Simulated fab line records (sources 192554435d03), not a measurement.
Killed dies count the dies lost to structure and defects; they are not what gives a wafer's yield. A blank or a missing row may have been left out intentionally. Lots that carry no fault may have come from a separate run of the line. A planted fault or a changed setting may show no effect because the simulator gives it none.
What tool caused it? || flow n5 finfet || 10 lots, 30 wafers sampled, at 5 steps of a route of 1938

WHAT THE GAUGES READ, wafer by wafer
N5_FIN_SAQP_THK_MEAS_05. Usual: thk nm reads 37.9 nm (standard deviation 0.49).
{"lot": "L354", "measured": "day 2 02:58", "on": "film metro-02", "thk nm (nm)": "37.9 37.8 38.0", "flag": ""}
{"lot": "L355", "measured": "day 2 09:12", "on": "film metro-01", "thk nm (nm)": "36.9 37.6 37.9", "flag": ""}
{"lot": "L358", "measured": "day 3 03:34", "on": "film metro-02", "thk nm (nm)": "37.3 37.4 37.6", "flag": ""}
{"lot": "L361", "measured": "day 3 21:27", "on": "film metro-01", "thk nm (nm)": "38.3 38.4 38.2", "flag": ""}
{"lot": "L363", "measured": "day 4 08:41", "on": "film metro-01", "thk nm (nm)": "37.8 37.3 38.3", "flag": ""}
{"lot": "L365", "measured": "day 4 20:26", "on": "film metro-02", "thk nm (nm)": "38.3 37.9 38.6", "flag": ""}
{"lot": "L370", "measured": "day 6 02:54", "on": "film metro-02", "thk nm (nm)": "31.3 38.5 38.9", "flag": "OFF"}
{"lot": "L371", "measured": "day 6 08:52", "on": "film metro-02", "thk nm (nm)": "38.6 31.6 38.6", "flag": "OFF"}
{"lot": "L372", "measured": "day 6 15:37", "on": "film metro-02", "thk nm (nm)": "37.3 36.6 38.3", "flag": ""}
{"lot": "L374", "measured": "day 7 02:53", "on": "film metro-01", "thk nm (nm)": "37.4 37.8 37.7", "flag": ""}

N5_FIN_SAQP_OVL_MEAS_17. Usual: FIN_CORE_OVL -0.5 nm, standard deviation 0.74.
{"lot": "L354", "measured": "day 2 03:42", "on": "overlay-01", "FIN_CORE_OVL (nm)": "-1.4 0.5 -0.9", "flag": ""}
{"lot": "L355", "measured": "day 2 09:56", "on": "overlay-01", "FIN_CORE_OVL (nm)": "-1.6 -1.1 -1.0", "flag": ""}
{"lot": "L358", "measured": "day 3 04:21", "on": "overlay-02", "FIN_CORE_OVL (nm)": "-2.0 -0.3 0.1", "flag": ""}
{"lot": "L361", "measured": "day 3 22:11", "on": "overlay-02", "FIN_CORE_OVL (nm)": "-0.5 -1.3 -0.5", "flag": ""}
{"lot": "L363", "measured": "day 4 09:25", "on": "overlay-02", "FIN_CORE_OVL (nm)": "-0.2 -0.4 -0.9", "flag": ""}
{"lot": "L365", "measured": "day 4 21:03", "on": "overlay-02", "FIN_CORE_OVL (nm)": "-0.3 0.9 -1.1", "flag": ""}
{"lot": "L370", "measured": "day 6 03:39", "on": "overlay-01", "FIN_CORE_OVL (nm)": "0.0 0.7 -1.4", "flag": ""}
{"lot": "L371", "measured": "day 6 09:28", "on": "overlay-01", "FIN_CORE_OVL (nm)": "-0.8 -0.2 -0.2", "flag": ""}
{"lot": "L372", "measured": "day 6 16:20", "on": "overlay-01", "FIN_CORE_OVL (nm)": "-0.2 -0.3 0.0", "flag": ""}
{"lot": "L374", "measured": "day 7 03:29", "on": "overlay-01", "FIN_CORE_OVL (nm)": "0.2 0.2 0.3", "flag": ""}

WHICH TOOL RAN EACH LOT (tool, then ch and the chambers of the sampled wafers, then the start)
{"lot": "L354", "N5_PMOS_HMC_CHANNEL_EPI_HM_OPEN_15": "rie diel-05 ch 0,1,3, day 1 23:34", "N5_PMOS_HMC_CHANNEL_EPI_EPI_26": "epi rpcvd-01 ch 0, day 2 01:56", "N5_FIN_SAQP_HM_DEP_03": "pecvd-02 ch 0,1, day 2 02:53"}
{"lot": "L355", "N5_PMOS_HMC_CHANNEL_EPI_HM_OPEN_15": "rie diel-01 ch 0,1,2, day 2 05:30", "N5_PMOS_HMC_CHANNEL_EPI_EPI_26": "epi rpcvd-02 ch 0, day 2 08:12", "N5_FIN_SAQP_HM_DEP_03": "pecvd-04 ch 0,2, day 2 09:07"}
{"lot": "L358", "N5_PMOS_HMC_CHANNEL_EPI_HM_OPEN_15": "rie diel-04 ch 0,2,3, day 2 23:46", "N5_PMOS_HMC_CHANNEL_EPI_EPI_26": "epi rpcvd-01 ch 0, day 3 02:27", "N5_FIN_SAQP_HM_DEP_03": "pecvd-02 ch 1, day 3 03:28"}
{"lot": "L361", "N5_PMOS_HMC_CHANNEL_EPI_HM_OPEN_15": "rie diel-05 ch 0,2,3, day 3 17:46", "N5_PMOS_HMC_CHANNEL_EPI_EPI_26": "epi rpcvd-02 ch 0, day 3 20:29", "N5_FIN_SAQP_HM_DEP_03": "pecvd-01 ch 0,1,2, day 3 21:22"}
{"lot": "L363", "N5_PMOS_HMC_CHANNEL_EPI_HM_OPEN_15": "rie diel-01 ch 0,2, day 4 05:19", "N5_PMOS_HMC_CHANNEL_EPI_EPI_26": "epi rpcvd-01 ch 0, day 4 07:44", "N5_FIN_SAQP_HM_DEP_03": "pecvd-01 ch 1,2, day 4 08:36"}
{"lot": "L365", "N5_PMOS_HMC_CHANNEL_EPI_HM_OPEN_15": "rie diel-05 ch 0,1,2, day 4 17:08", "N5_PMOS_HMC_CHANNEL_EPI_EPI_26": "epi rpcvd-04 ch 0, day 4 19:32", "N5_FIN_SAQP_HM_DEP_03": "pecvd-01 ch 0,1,2, day 4 20:21"}
{"lot": "L370", "N5_PMOS_HMC_CHANNEL_EPI_HM_OPEN_15": "rie diel-05 ch 0,2,3, day 5 23:24", "N5_PMOS_HMC_CHANNEL_EPI_EPI_26": "epi rpcvd-01 ch 0, day 6 01:44", "N5_FIN_SAQP_HM_DEP_03": "pecvd-01 ch 0,1, day 6 02:49"}
{"lot": "L371", "N5_PMOS_HMC_CHANNEL_EPI_HM_OPEN_15": "rie diel-01 ch 1,3, day 6 05:25", "N5_PMOS_HMC_CHANNEL_EPI_EPI_26": "epi rpcvd-02 ch 0, day 6 07:44", "N5_FIN_SAQP_HM_DEP_03": "pecvd-01 ch 0,1,2, day 6 08:46"}
{"lot": "L372", "N5_PMOS_HMC_CHANNEL_EPI_HM_OPEN_15": "rie diel-01 ch 1,2,3, day 6 11:47", "N5_PMOS_HMC_CHANNEL_EPI_EPI_26": "epi rpcvd-02 ch 0, day 6 14:28", "N5_FIN_SAQP_HM_DEP_03": "pecvd-04 ch 0,1, day 6 15:32"}
{"lot": "L374", "N5_PMOS_HMC_CHANNEL_EPI_HM_OPEN_15": "rie diel-05 ch 1,3, day 6 23:28", "N5_PMOS_HMC_CHANNEL_EPI_EPI_26": "epi rpcvd-04 ch 0, day 7 01:45", "N5_FIN_SAQP_HM_DEP_03": "pecvd-02 ch 0,2, day 7 02:47"}
- N5_PMOS_HMC_CHANNEL_EPI_HM_OPEN_15: chemistry CHF3/O2, target SiO2, target depth 40.6 nm, time 20.3 s.
- N5_PMOS_HMC_CHANNEL_EPI_EPI_26: deposits Si from SiH4/H2, target thk 3.8 nm, time 22.7 s.
- N5_FIN_SAQP_HM_DEP_03: deposits SiNx from SiH4/NH3/N2, target thk 38 nm, time 33.6 s.

WHAT THE TOOLS THEMSELVES READ (means of the sampled wafers that have a number; where no wafer has one, the mark that the record gives instead)
N5_PMOS_HMC_CHANNEL_EPI_HM_OPEN_15. Usual: CHF3_flow_sccm 50.01 sccm, standard deviation 0.13; drypump motor current A 5.8 A, standard deviation 0.41; oes product au 0.79 a.u., standard deviation 0.077; rf vpp V 521 V, standard deviation 10; showerhead plenum p Torr 2.41 Torr, standard deviation 0.073; throttle valve pct 18.88 %, standard deviation 0.15.
{"lot": "L354", "tool": "rie diel-05", "CHF3_flow_sccm (sccm)": 49.95, "drypump motor current A (A)": 6.1, "oes product au (a.u.)": 0.77, "rf vpp V (V)": 521, "showerhead plenum p Torr (Torr)": 2.44, "throttle valve pct (%)": 18.94, "flag": ""}
{"lot": "L355", "tool": "rie diel-01", "CHF3_flow_sccm (sccm)": 50.00, "drypump motor current A (A)": 5.9, "oes product au (a.u.)": 0.85, "rf vpp V (V)": 516, "showerhead plenum p Torr (Torr)": 2.41, "throttle valve pct (%)": 18.76, "flag": ""}
{"lot": "L358", "tool": "rie diel-04", "CHF3_flow_sccm (sccm)": 50.14, "drypump motor current A (A)": 5.5, "oes product au (a.u.)": 0.72, "rf vpp V (V)": 519, "showerhead plenum p Torr (Torr)": 2.34, "throttle valve pct (%)": 18.90, "flag": ""}
{"lot": "L361", "tool": "rie diel-05", "CHF3_flow_sccm (sccm)": 49.98, "drypump motor current A (A)": 5.8, "oes product au (a.u.)": 0.76, "rf vpp V (V)": 527, "showerhead plenum p Torr (Torr)": 2.46, "throttle valve pct (%)": 18.97, "flag": ""}
{"lot": "L363", "tool": "rie diel-01", "CHF3_flow_sccm (sccm)": 50.00, "drypump motor current A (A)": 5.7, "oes product au (a.u.)": 0.77, "rf vpp V (V)": 521, "showerhead plenum p Torr (Torr)": 2.44, "throttle valve pct (%)": 18.86, "flag": ""}
{"lot": "L365", "tool": "rie diel-05", "CHF3_flow_sccm (sccm)": 50.00, "drypump motor current A (A)": 5.8, "oes product au (a.u.)": 0.78, "rf vpp V (V)": 532, "showerhead plenum p Torr (Torr)": 2.42, "throttle valve pct (%)": 19.04, "flag": ""}
{"lot": "L370", "tool": "rie diel-05", "CHF3_flow_sccm (sccm)": 50.05, "drypump motor current A (A)": 5.8, "oes product au (a.u.)": 0.74, "rf vpp V (V)": 528, "showerhead plenum p Torr (Torr)": 2.46, "throttle valve pct (%)": 19.00, "flag": ""}
{"lot": "L371", "tool": "rie diel-01", "CHF3_flow_sccm (sccm)": 49.96, "drypump motor current A (A)": 6.1, "oes product au (a.u.)": 0.81, "rf vpp V (V)": 518, "showerhead plenum p Torr (Torr)": 2.41, "throttle valve pct (%)": 18.74, "flag": ""}
{"lot": "L372", "tool": "rie diel-01", "CHF3_flow_sccm (sccm)": 49.95, "drypump motor current A (A)": 5.8, "oes product au (a.u.)": 0.82, "rf vpp V (V)": 514, "showerhead plenum p Torr (Torr)": 2.38, "throttle valve pct (%)": 18.80, "flag": ""}
{"lot": "L374", "tool": "rie diel-05", "CHF3_flow_sccm (sccm)": 50.09, "drypump motor current A (A)": 6.2, "oes product au (a.u.)": 0.74, "rf vpp V (V)": 511, "showerhead plenum p Torr (Torr)": 2.42, "throttle valve pct (%)": 18.88, "flag": ""}

N5_PMOS_HMC_CHANNEL_EPI_EPI_26. Usual: throttle valve pct reads 11.26 % (standard deviation 0.2).
{"lot": "L354", "tool": "epi rpcvd-01", "throttle valve pct (%)": 11.18, "flag": ""}
{"lot": "L355", "tool": "epi rpcvd-02", "throttle valve pct (%)": 11.43, "flag": ""}
{"lot": "L358", "tool": "epi rpcvd-01", "throttle valve pct (%)": 11.36, "flag": ""}
{"lot": "L361", "tool": "epi rpcvd-02", "throttle valve pct (%)": 11.34, "flag": ""}
{"lot": "L363", "tool": "epi rpcvd-01", "throttle valve pct (%)": 11.27, "flag": ""}
{"lot": "L365", "tool": "epi rpcvd-04", "throttle valve pct (%)": 10.94, "flag": ""}
{"lot": "L370", "tool": "epi rpcvd-01", "throttle valve pct (%)": 11.36, "flag": ""}
{"lot": "L371", "tool": "epi rpcvd-02", "throttle valve pct (%)": 11.38, "flag": ""}
{"lot": "L372", "tool": "epi rpcvd-02", "throttle valve pct (%)": 11.34, "flag": ""}
{"lot": "L374", "tool": "epi rpcvd-04", "throttle valve pct (%)": 10.87, "flag": ""}

N5_FIN_SAQP_HM_DEP_03. Usual: heater power w 745 W, standard deviation 73; showerhead plenum p Torr 5.14 Torr, standard deviation 0.075; throttle valve pct 40.1 %, standard deviation 1.5.
{"lot": "L354", "tool": "pecvd-02", "heater power w (W)": 708, "showerhead plenum p Torr (Torr)": 5.14, "throttle valve pct (%)": 40.8, "flag": ""}
{"lot": "L355", "tool": "pecvd-04", "heater power w (W)": 714, "showerhead plenum p Torr (Torr)": 5.06, "throttle valve pct (%)": 40.7, "flag": ""}
{"lot": "L358", "tool": "pecvd-02", "heater power w (W)": 750, "showerhead plenum p Torr (Torr)": 5.09, "throttle valve pct (%)": 42.3, "flag": ""}
{"lot": "L361", "tool": "pecvd-01", "heater power w (W)": 792, "showerhead plenum p Torr (Torr)": 5.12, "throttle valve pct (%)": 40.2, "flag": ""}
{"lot": "L363", "tool": "pecvd-01", "heater power w (W)": 819, "showerhead plenum p Torr (Torr)": 5.13, "throttle valve pct (%)": 39.0, "flag": ""}
{"lot": "L365", "tool": "pecvd-01", "heater power w (W)": 756, "showerhead plenum p Torr (Torr)": 5.12, "throttle valve pct (%)": 40.1, "flag": ""}
{"lot": "L370", "tool": "pecvd-01", "heater power w (W)": 838, "showerhead plenum p Torr (Torr)": 5.11, "throttle valve pct (%)": 39.9, "flag": ""}
{"lot": "L371", "tool": "pecvd-01", "heater power w (W)": 734, "showerhead plenum p Torr (Torr)": 5.13, "throttle valve pct (%)": 40.2, "flag": ""}
{"lot": "L372", "tool": "pecvd-04", "heater power w (W)": 702, "showerhead plenum p Torr (Torr)": 5.11, "throttle valve pct (%)": 40.2, "flag": ""}
{"lot": "L374", "tool": "pecvd-02", "heater power w (W)": 798, "showerhead plenum p Torr (Torr)": 5.25, "throttle valve pct (%)": 39.7, "flag": ""}

THE ANSWER, worked out from the rows above alone
Rule: a lot is off if the mean of its wafers that have a number lies more than 3 standard deviations from the usual mean. A lot without any number at a reading at which 4 lots or more have one is off too. Where the step has rows for the other lots, those lots are counted as sound. After the gauges, taken in route order, come the tools' own readings; for these a lot's mean is taken, as printed above. The first step at which some lot is off is used, and at that step the reading that is off furthest; a lot without a number counts as furthest.
Off: L370, L371 (N5_FIN_SAQP_THK_MEAS_05, thk nm).
If a tool, at a process step before that reading, ran all the lots that are off and no sound lot after the first of them, it fits. Gauges at N5_FIN_SAQP_THK_MEAS_05: tried the same way as those tools. One fits: N5_FIN_SAQP_HM_DEP_03 on pecvd-01. Its last sound lot is L365 (day 4 20:21), its first lot that is off L370 (day 6 02:49): a fault that began between those two fits.

WHAT HAD BEEN PUT IN BY THE SIMULATOR
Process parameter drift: pecvd-01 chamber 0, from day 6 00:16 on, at N5_FIN_SAQP_HM_DEP_03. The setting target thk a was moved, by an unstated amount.
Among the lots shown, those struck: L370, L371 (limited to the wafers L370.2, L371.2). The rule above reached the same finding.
